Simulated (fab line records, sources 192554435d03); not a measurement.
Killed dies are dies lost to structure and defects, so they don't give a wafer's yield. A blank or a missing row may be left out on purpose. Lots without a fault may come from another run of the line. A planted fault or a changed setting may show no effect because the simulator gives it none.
A struck lot beside a sound one | flow n5_finfet | 14 steps out of a route of 1938
Sound: wafers L278.1, L278.3, L278.6. Struck: wafers L287.3, L287.5, L287.6. The cause comes at the end.
At each step with rows: each side's tool, then ch and its chambers, then its first start. Under that, the readings that differ: sound wafers | struck wafers | difference of the means | sigmas: that difference in standard deviations of wafers without a fault.
alike: readings whose means differ by less than 2 such deviations, and words and numbers that are the same on both sides. not compared: withheld readings, readings that some wafer has no value for, bounds like >300 that may hide the same value, and numbers for which the record gives no deviation and whose values overlap.
The two part at a step that has a row with sigmas, a row that says differs or no value, or rows on one side only. Numbers that don't overlap but have no deviation are shown without sigmas and don't part them. A reading that every wafer of one side lacks parts them only if that side has two wafers or more.

N5_BEOL_M8_ILD_DEP_00: deposits SiCOH lowk from DEMS/porogen, target thk 179.75 nm, time 33.4 s.
  sound on pecvd-01 ch 0,2, day 12 08:11; struck on pecvd-04 ch 0,1, day 14 22:05
  reading                | sound          | struck         | difference | sigmas
  throttle_valve_pct (%) | 13.3 12.7 12.5 | 14.3 14.9 14.1 | +1.6       | +3
  alike: heater_power_w, rf_fwd_power_W, showerhead_plenum_p_Torr
N5_BEOL_M8_CURE_74: cures SiCOH lowk, time 240 s.
  sound on uv_cure-03 ch 0, day 12 08:15; struck on uv_cure-01 ch 1, day 14 22:28
  alike: lamp_power_pct, wafer_temp_C_max
N5_BEOL_M8_THK_MEAS_01:
  sound on film_metro-01, day 12 08:46; struck on film_metro-02, day 14 23:23
  alike: M8_ILD_THK
N5_BEOL_M8_PECVD_70: deposits SiO2 from TEOS/O2, target thk 20 nm, time 22.7 s.
  sound on pecvd-02 ch 0,1,2, day 12 08:48; struck on pecvd-01 ch 1,2, day 14 23:26
  alike: heater_power_w, rf_fwd_power_W, showerhead_plenum_p_Torr, throttle_valve_pct
N5_BEOL_M8_HM_DEP_02: deposits TiN, target thk 20 nm.
  sound on pvd_sputter-03, day 12 11:01; struck on pvd_sputter-03, day 15 00:04
  alike: throttle_valve_pct
then, 7 steps without rows for these wafers: N5_BEOL_M8_COAT_59 (time 60 s, resist thk 100 nm); N5_BEOL_M8_COAT_60 (time 60 s, resist thk 35 nm); N5_BEOL_M8_COAT_05 (resist thk 90 nm); N5_BEOL_M8_EBR_07; N5_BEOL_M8_SOFTBAKE_06 (time 60 s); N5_BEOL_M8_EXPOSE_08 (exposes mask M8); N5_BEOL_M8_PEB_09 (peb time 60 s).
N5_BEOL_M8_DEVELOP_10: develop time 30 s.
  sound on litho_track-03 ch 0, day 12 11:27; struck on litho_track-04, day 15 00:34
  no value came back on the struck wafers for chill_plate_temp_C (C), develop_time_s (s); on the sound wafers chill_plate_temp_C (C) reads 23.13 23.14 23.08
  reading                                      | sound          | struck   | difference | sigmas
  model.CAR-ArF_of_BEOL_M8_COAT_05.thk_nm (nm) | 88.6 88.2 88.4 | 90 90 90 | +2         |
N5_BEOL_M8_CD_MEAS_11: target cd 38.5 nm.
  sound on cd_sem-02 ch 0, day 12 11:31; struck on cd_sem-03 ch 0, day 15 00:38
  reading    | sound          | struck | difference                    | sigmas
  cd_nm (nm) | 39.2 39.1 38.7 | - - -  | no value on the struck wafers |

WHERE THEY PART
First at N5_BEOL_M8_ILD_DEP_00; last, within this record, at N5_BEOL_M8_CD_MEAS_11.

WHY: what the simulator had put in
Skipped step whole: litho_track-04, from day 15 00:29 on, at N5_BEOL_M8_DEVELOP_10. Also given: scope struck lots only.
